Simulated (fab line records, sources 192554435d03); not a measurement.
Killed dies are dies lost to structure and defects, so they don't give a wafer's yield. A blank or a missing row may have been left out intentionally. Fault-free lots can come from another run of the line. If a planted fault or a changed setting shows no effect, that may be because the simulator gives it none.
Which of the tools did it? + flow n5Finfet + 24 lots with 72 wafers sampled at 5 steps, on a route of 1938 steps

== WHAT EACH GAUGE READ, for each wafer ==
N5_BEOL_M10_INSPECT_30: inspects for defects (brightfield).
| lot  | measured     | on               | rawDefectCount |
|------|--------------|------------------|----------------|
| L074 | day 9 22:54  | defectInspect-01 | 558 454 578    |
| L075 | day 10 01:00 | defectInspect-01 | 287 220 335    |
| L077 | day 10 16:26 | defectInspect-01 | 342 489 388    |
| L076 | day 10 19:37 | defectInspect-02 | 367 318 423    |
| L079 | day 10 21:53 | defectInspect-01 | 431 501 460    |
| L078 | day 11 04:43 | defectInspect-02 | 291 418 424    |
| L080 | day 11 18:48 | defectInspect-02 | 360 404 497    |
| L083 | day 11 23:05 | defectInspect-01 | 448 454 449    |
| L081 | day 11 23:17 | defectInspect-02 | 288 464 448    |
| L082 | day 12 06:19 | defectInspect-01 | 494 435 344    |
| L084 | day 12 18:47 | defectInspect-02 | 359 507 400    |
| L085 | day 13 02:55 | defectInspect-01 | 249 272 361    |
| L086 | day 13 17:21 | defectInspect-01 | 330 417 401    |
| L089 | day 13 22:41 | defectInspect-01 | 358 460 541    |
| L087 | day 13 22:44 | defectInspect-02 | 571 556 471    |
| L088 | day 14 00:23 | defectInspect-02 | 443 331 486    |
| L090 | day 14 16:15 | defectInspect-02 | 417 461 395    |
| L091 | day 14 22:47 | defectInspect-01 | 349 445 377    |
| L094 | day 15 08:25 | defectInspect-02 | 622 389 562    |
| L093 | day 15 11:27 | defectInspect-02 | 310 402 301    |
| L095 | day 15 14:43 | defectInspect-01 | 373 315 327    |
| L092 | day 16 00:44 | defectInspect-01 | 312 339 422    |
| L096 | day 16 05:49 | defectInspect-01 | 556 603 317    |
| L097 | day 17 03:44 | defectInspect-02 | 285 395 239    |

N5_BEOL_M11_CD_MEAS_11: the cd target is 64.1 nm.
| lot  | measured     | on       | cdNm (nm)      |
|------|--------------|----------|----------------|
| L074 | day 10 05:04 | cdSem-03 | 64.2 64.6 63.7 |
| L075 | day 10 09:50 | cdSem-03 | 64.4 64.2 64.3 |
| L077 | day 10 21:36 | cdSem-01 | 63.3 64.3 64.7 |
| L076 | day 11 00:42 | cdSem-01 | 64.1 64.0 63.9 |
| L079 | day 11 02:38 | cdSem-03 | 63.4 63.7 64.4 |
| L078 | day 11 10:13 | cdSem-02 | 64.0 63.7 63.9 |
| L080 | day 11 23:35 | cdSem-01 | 64.0 63.2 62.4 |
| L083 | day 12 05:57 | cdSem-02 | 65.4 64.4 64.1 |
| L081 | day 12 06:16 | cdSem-02 | 64.5 64.5 64.2 |
| L082 | day 12 13:27 | cdSem-02 | 63.6 63.1 62.9 |
| L084 | day 13 00:39 | cdSem-01 | 63.4 64.0 64.5 |
| L085 | day 13 07:44 | cdSem-03 | 64.4 64.6 65.0 |
| L086 | day 14 00:53 | cdSem-02 | 65.2 64.8 65.0 |
| L089 | day 14 03:40 | cdSem-03 | 64.9 64.4 64.2 |
| L087 | day 14 03:58 | cdSem-03 | 64.5 64.7 65.6 |
| L088 | day 14 06:31 | cdSem-03 | 63.0 63.3 64.6 |
| L090 | day 14 20:59 | cdSem-03 | 64.3 63.9 63.6 |
| L091 | day 15 06:35 | cdSem-02 | 64.7 65.5 64.7 |
| L094 | day 15 13:19 | cdSem-02 | 62.6 62.0 63.3 |
| L093 | day 15 19:05 | cdSem-01 | 63.9 63.6 64.8 |
| L095 | day 15 23:34 | cdSem-01 | 64.9 64.1 64.8 |
| L092 | day 16 08:35 | cdSem-01 | 63.9 65.0 64.7 |
| L096 | day 16 12:04 | cdSem-01 | 64.9 64.2 64.7 |
| L097 | day 17 10:24 | cdSem-03 | 64.5 63.2 62.6 |

== WHICH TOOL RAN EACH LOT (tool, then ch and the chambers of the sampled wafers, then the start) ==
| lot  | N5_BEOL_M10_ETCH_66               | N5_BEOL_M10_SURFACE_TREAT_76 | N5_BEOL_M10_DEP_56              |
|------|-----------------------------------|------------------------------|---------------------------------|
| L074 | rieDiel-01 ch 0,2,3, day 9 23:20  | pvdSputter-02, day 10 01:02  | pecvd-04 ch 0,1,2, day 10 02:41 |
| L075 | rieDiel-02 ch 1,2, day 10 01:17   | pvdSputter-03, day 10 04:15  | pecvd-03 ch 0,1, day 10 05:29   |
| L077 | rieDiel-05 ch 0,1,3, day 10 16:51 | pvdSputter-02, day 10 18:15  | pecvd-01 ch 0,1,2, day 10 19:55 |
| L076 | rieDiel-05 ch 1,3, day 10 19:44   | pvdSputter-01, day 10 21:08  | pecvd-01 ch 0,1, day 10 22:19   |
| L079 | rieDiel-02 ch 0,1,2, day 10 22:15 | pvdSputter-01, day 10 23:48  | pecvd-03 ch 0,1,2, day 11 01:02 |
| L078 | rieDiel-02 ch 1,2,3, day 11 05:16 | pvdSputter-01, day 11 06:57  | pecvd-01 ch 0,2, day 11 08:01   |
| L080 | rieDiel-01 ch 1,2, day 11 18:57   | pvdSputter-01, day 11 20:38  | pecvd-01 ch 0,2, day 11 21:53   |
| L083 | rieDiel-01 ch 0,1,3, day 11 23:20 | pvdSputter-02, day 12 00:44  | pecvd-03 ch 1,2, day 12 02:04   |
| L081 | rieDiel-05 ch 0,2, day 11 23:24   | pvdSputter-02, day 12 00:57  | pecvd-03 ch 0,1,2, day 12 02:23 |
| L082 | rieDiel-01 ch 0,1,2, day 12 06:26 | pvdSputter-01, day 12 08:05  | pecvd-01 ch 0,1,2, day 12 10:29 |
| L084 | rieDiel-05 ch 0,1, day 12 19:02   | pvdSputter-03, day 12 20:29  | pecvd-01 ch 0,1, day 12 21:46   |
| L085 | rieDiel-02 ch 1,2,3, day 13 03:02 | pvdSputter-03, day 13 04:26  | pecvd-04 ch 0,1,2, day 13 05:37 |
| L086 | rieDiel-01 ch 0,3, day 13 17:28   | pvdSputter-03, day 13 19:11  | pecvd-04 ch 0,1,2, day 13 20:32 |
| L089 | rieDiel-01 ch 1,2, day 13 22:49   | pvdSputter-03, day 14 00:11  | pecvd-03 ch 0,1,2, day 14 01:14 |
| L087 | rieDiel-02 ch 0,1,2, day 13 23:01 | pvdSputter-01, day 14 00:31  | pecvd-04 ch 1,2, day 14 01:35   |
| L088 | rieDiel-05 ch 1,2, day 14 00:30   | pvdSputter-03, day 14 03:32  | pecvd-01 ch 0,1, day 14 04:37   |
| L090 | rieDiel-01 ch 0,2,3, day 14 16:22 | pvdSputter-01, day 14 17:45  | pecvd-01 ch 0,1,2, day 14 18:55 |
| L091 | rieDiel-05 ch 2,3, day 14 23:08   | pvdSputter-01, day 15 00:43  | pecvd-03 ch 0,1,2, day 15 02:24 |
| L094 | rieDiel-02 ch 0,2,3, day 15 08:35 | pvdSputter-01, day 15 09:58  | pecvd-04 ch 0,1,2, day 15 11:07 |
| L093 | rieDiel-05 ch 1,2,3, day 15 11:37 | pvdSputter-02, day 15 13:28  | pecvd-03 ch 0,2, day 15 15:55   |
| L095 | rieDiel-05 ch 0,1,3, day 15 15:25 | pvdSputter-01, day 15 18:56  | pecvd-01 ch 0,2, day 15 20:01   |
| L092 | rieDiel-01 ch 0,1,2, day 16 00:53 | pvdSputter-03, day 16 04:30  | pecvd-03 ch 0,1,2, day 16 05:43 |
| L096 | rieDiel-02 ch 0,2, day 16 05:56   | pvdSputter-03, day 16 08:19  | pecvd-01 ch 1,2, day 16 09:25   |
| L097 | rieDiel-02 ch 1,2,3, day 17 03:53 | pvdSputter-03, day 17 05:37  | pecvd-01 ch 0,1,2, day 17 06:47 |
- N5_BEOL_M10_ETCH_66: etches SOC in N2/H2, target depth 120 nm, overetch 24 nm, time 180 s.
- N5_BEOL_M10_SURFACE_TREAT_76
- N5_BEOL_M10_DEP_56: deposits SiCN from 3MS/NH3, target thk 15 nm, time 26.5 s.

== AS READ BY THE TOOLS THEMSELVES (means over the sampled wafers that have a number; for cases with no such wafer, the mark the record gives instead) ==
N5_BEOL_M10_ETCH_66.
| lot  | tool       | drypumpMotorCurrentA (A) | oesProductAu (a.u.) | rfVppV (V) | showerheadPlenumPTorr (Torr) | throttleValvePct (%) |
|------|------------|--------------------------|---------------------|------------|------------------------------|----------------------|
| L074 | rieDiel-01 | 5.7                      | 0.69                | 525.9      | 2.61                         | 17.81                |
| L075 | rieDiel-02 | 5.5                      | 0.65                | 527.2      | 2.68                         | 17.76                |
| L077 | rieDiel-05 | 5.4                      | 0.65                | 524.8      | 2.55                         | 17.78                |
| L076 | rieDiel-05 | 5.3                      | 0.64                | 524.7      | 2.60                         | 17.89                |
| L079 | rieDiel-02 | 5.4                      | 0.64                | 526.9      | 2.63                         | 17.79                |
| L078 | rieDiel-02 | 5.5                      | 0.63                | 526.5      | 2.63                         | 17.82                |
| L080 | rieDiel-01 | 5.4                      | 0.64                | 526.0      | 2.61                         | 17.79                |
| L083 | rieDiel-01 | 5.8                      | 0.68                | 527.1      | 2.65                         | 18.03                |
| L081 | rieDiel-05 | 5.2                      | 0.73                | 523.7      | 2.56                         | 17.70                |
| L082 | rieDiel-01 | 5.7                      | 0.68                | 527.0      | 2.66                         | 17.84                |
| L084 | rieDiel-05 | 5.5                      | 0.61                | 525.4      | 2.55                         | 17.50                |
| L085 | rieDiel-02 | 5.5                      | 0.62                | 526.6      | 2.62                         | 17.84                |
| L086 | rieDiel-01 | 5.9                      | 0.68                | 527.2      | 2.65                         | 17.90                |
| L089 | rieDiel-01 | 5.5                      | 0.64                | 526.0      | 2.65                         | 18.02                |
| L087 | rieDiel-02 | 5.4                      | 0.62                | 525.8      | 2.62                         | 17.83                |
| L088 | rieDiel-05 | 5.5                      | 0.63                | 525.7      | 2.61                         | 17.41                |
| L090 | rieDiel-01 | 5.7                      | 0.64                | 525.5      | 2.60                         | 17.88                |
| L091 | rieDiel-05 | 5.1                      | 0.68                | 525.6      | 2.60                         | 17.86                |
| L094 | rieDiel-02 | 5.5                      | 0.60                | 524.2      | 2.57                         | 17.89                |
| L093 | rieDiel-05 | 5.3                      | 0.64                | 524.5      | 2.60                         | 17.74                |
| L095 | rieDiel-05 | 5.4                      | 0.62                | 523.6      | 2.54                         | 17.85                |
| L092 | rieDiel-01 | 5.7                      | 0.65                | 526.9      | 2.65                         | 17.88                |
| L096 | rieDiel-02 | 5.4                      | 0.60                | 523.9      | 2.56                         | 17.88                |
| L097 | rieDiel-02 | 5.5                      | 0.60                | 525.5      | 2.61                         | 17.91                |

N5_BEOL_M10_SURFACE_TREAT_76.
| lot  | tool          | arFlowSccm (sccm) |
|------|---------------|-------------------|
| L074 | pvdSputter-02 | 29.98             |
| L075 | pvdSputter-03 | 29.96             |
| L077 | pvdSputter-02 | 29.87             |
| L076 | pvdSputter-01 | 30.04             |
| L079 | pvdSputter-01 | 30.08             |
| L078 | pvdSputter-01 | 30.12             |
| L080 | pvdSputter-01 | 30.02             |
| L083 | pvdSputter-02 | 30.09             |
| L081 | pvdSputter-02 | 30.08             |
| L082 | pvdSputter-01 | 30.02             |
| L084 | pvdSputter-03 | 30.01             |
| L085 | pvdSputter-03 | 29.89             |
| L086 | pvdSputter-03 | 30.01             |
| L089 | pvdSputter-03 | 29.99             |
| L087 | pvdSputter-01 | 29.95             |
| L088 | pvdSputter-03 | 30.00             |
| L090 | pvdSputter-01 | 29.94             |
| L091 | pvdSputter-01 | 29.90             |
| L094 | pvdSputter-01 | 29.97             |
| L093 | pvdSputter-02 | 29.99             |
| L095 | pvdSputter-01 | 29.99             |
| L092 | pvdSputter-03 | 30.05             |
| L096 | pvdSputter-03 | 29.96             |
| L097 | pvdSputter-03 | 29.96             |

N5_BEOL_M10_DEP_56.
| lot  | tool     | showerheadPlenumPTorr (Torr) | throttleValvePct (%) |
|------|----------|------------------------------|----------------------|
| L074 | pecvd-04 | 3.688                        | 9.0                  |
| L075 | pecvd-03 | 3.665                        | 9.3                  |
| L077 | pecvd-01 | 3.673                        | 8.6                  |
| L076 | pecvd-01 | 3.667                        | 8.8                  |
| L079 | pecvd-03 | 3.663                        | 9.0                  |
| L078 | pecvd-01 | 3.681                        | 8.7                  |
| L080 | pecvd-01 | 3.676                        | 8.6                  |
| L083 | pecvd-03 | 3.665                        | 8.9                  |
| L081 | pecvd-03 | 3.660                        | 9.1                  |
| L082 | pecvd-01 | 3.666                        | 8.6                  |
| L084 | pecvd-01 | 3.676                        | 8.8                  |
| L085 | pecvd-04 | 3.682                        | 9.0                  |
| L086 | pecvd-04 | 3.684                        | 8.8                  |
| L089 | pecvd-03 | 3.669                        | 9.2                  |
| L087 | pecvd-04 | 3.690                        | 9.0                  |
| L088 | pecvd-01 | 3.674                        | 8.9                  |
| L090 | pecvd-01 | 3.673                        | 8.6                  |
| L091 | pecvd-03 | 3.661                        | 9.1                  |
| L094 | pecvd-04 | 3.686                        | 9.0                  |
| L093 | pecvd-03 | 3.658                        | 9.0                  |
| L095 | pecvd-01 | 3.673                        | 8.7                  |
| L092 | pecvd-03 | 3.665                        | 9.1                  |
| L096 | pecvd-01 | 3.663                        | 8.7                  |
| L097 | pecvd-01 | 3.673                        | 8.7                  |

== THE ANSWER, worked out from the rows above alone ==
Rule: the usual values come from the lots themselves. The widest of any qualifying gaps counts: lots, ordered by their means at a reading, are off when they make up no more than a third of the lots, leave a main group of 4 or more, and stand apart from it by 3 or more times the standard deviation of that group's means. Not used: any main group whose means are identical at the precision the tables above print for the reading. Also off: a lot with no number at a reading for which 4 or more lots have one. Where the step has rows for the other lots, those lots are counted as sound. The gauges are gone through in route order, then the tools' own readings, and for those a lot's mean is taken as printed above. The first step at which some lot is off is used, and at that step the reading that is off furthest; a lot without a number counts as furthest.
No lot is off at any reading shown: from this, nothing can be told.

== WHAT THE SIMULATOR PUT IN ==
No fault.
